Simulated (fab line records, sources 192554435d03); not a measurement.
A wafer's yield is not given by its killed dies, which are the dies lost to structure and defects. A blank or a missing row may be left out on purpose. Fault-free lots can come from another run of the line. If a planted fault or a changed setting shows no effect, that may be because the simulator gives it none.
The same fault as seen by 2 desks + flow n5_finfet + each desk holds nothing but its own numbers, with what lay behind them at the end

== TOOL OWNER'S DESK, ald_metal-04 ==
The tool's own readings at N5_BEOL_M6_ALD_77 (deposits TaN, target thk 2 nm, pulse time 2 s, purge time 3 s): means of the sampled wafers that have a number, for each lot that ran on this tool. Marked OUT: a lot whose mean sits more than 4 standard deviations from the usual mean, which makes it out of limits; the brackets give that distance.
Columns: A = heater_power_w at N5_BEOL_M6_ALD_77, usual 411 W
| lot  | first seen here | A   |
|------|-----------------|-----|
| L928 | day 10 09:20    | 411 |
| L935 | day 12 02:40    | 401 |
| L939 | day 13 07:29    | 426 |
Result from this desk: across the 3 lots, nothing is out of limits.

== AT THE METROLOGY DESK ==
Means of the sampled wafers that have a number, per lot and without regard to the tool the lot ran on: this is what the gauges read. Marked OUT: a lot whose mean sits more than 4 standard deviations from the usual mean, which makes it out of limits; the brackets give that distance. It has 33 readings, of which 7 appear: the earliest out of limits, and the ones furthest out on some lot.
Columns: A = DIBL_P at N5_BEOL_M4_RC_MEAS_101, usual 37.1 mV/V; B = SS_N at N5_BEOL_M4_RC_MEAS_101, usual 71.7 mV/dec; C = COMB_M13 at N5_BEOL_M15_RC_MEAS_101, usual 4.8e-12 S/m; D = COMB_M6 at N5_BEOL_M15_RC_MEAS_101, usual 2.5e-11 S/m; E = COMB_M6_max_site at N5_BEOL_M15_RC_MEAS_101, usual 3.6e-11 S/m; F = SERP_M12 at N5_BEOL_M15_RC_MEAS_101, usual 0.638 ohm/um; G = SERP_M14 at N5_BEOL_M15_RC_MEAS_101, usual 0.161 ohm/um
| lot  | first seen here | A    | B    | C       | D                  | E                  | F     | G     |
|------|-----------------|------|------|---------|--------------------|--------------------|-------|-------|
| L928 | day 9 14:19     | 35.7 | 70.7 | 5.9e-12 | 2.2e-11            | 2.8e-11            | 0.651 | 0.156 |
| L935 | day 11 09:34    | 38.5 | 71.8 | 4.2e-12 | 6.0e-11 (+6.9) OUT | 8.6e-11 (+5.7) OUT | 0.637 | 0.162 |
| L939 | day 12 11:23    | 40.1 | 72.6 | 3.9e-12 | 3.6e-11            | 5.3e-11            | 0.639 | 0.170 |
| L943 | day 13 10:33    | 33.9 | 71.2 | 6.4e-12 | 2.5e-11            | 3.2e-11            | 0.666 | 0.159 |
This desk reports L935 out of limits; the earliest was L935 at day 14 21:49 (COMB_M6 at N5_BEOL_M15_RC_MEAS_101). Within limits: L928, L939, L943.

== ALL TOGETHER ==
The metrology desk could have raised an alarm at day 14 21:49, on L935.
The desk of the tool owner found nothing out of limits.
On record at the tool owner's desk: L935, within its limits.
All the named lots went through N5_BEOL_M6_ALD_77 on ald_metal-04.

== WHAT WAS PUT IN BY THE SIMULATOR ==
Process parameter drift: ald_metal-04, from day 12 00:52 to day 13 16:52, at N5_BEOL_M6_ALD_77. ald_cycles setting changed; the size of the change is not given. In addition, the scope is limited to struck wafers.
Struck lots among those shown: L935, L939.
Per desk, hours elapsed from the start of the fault to the first reading out of limits: for the metrology desk, 69.
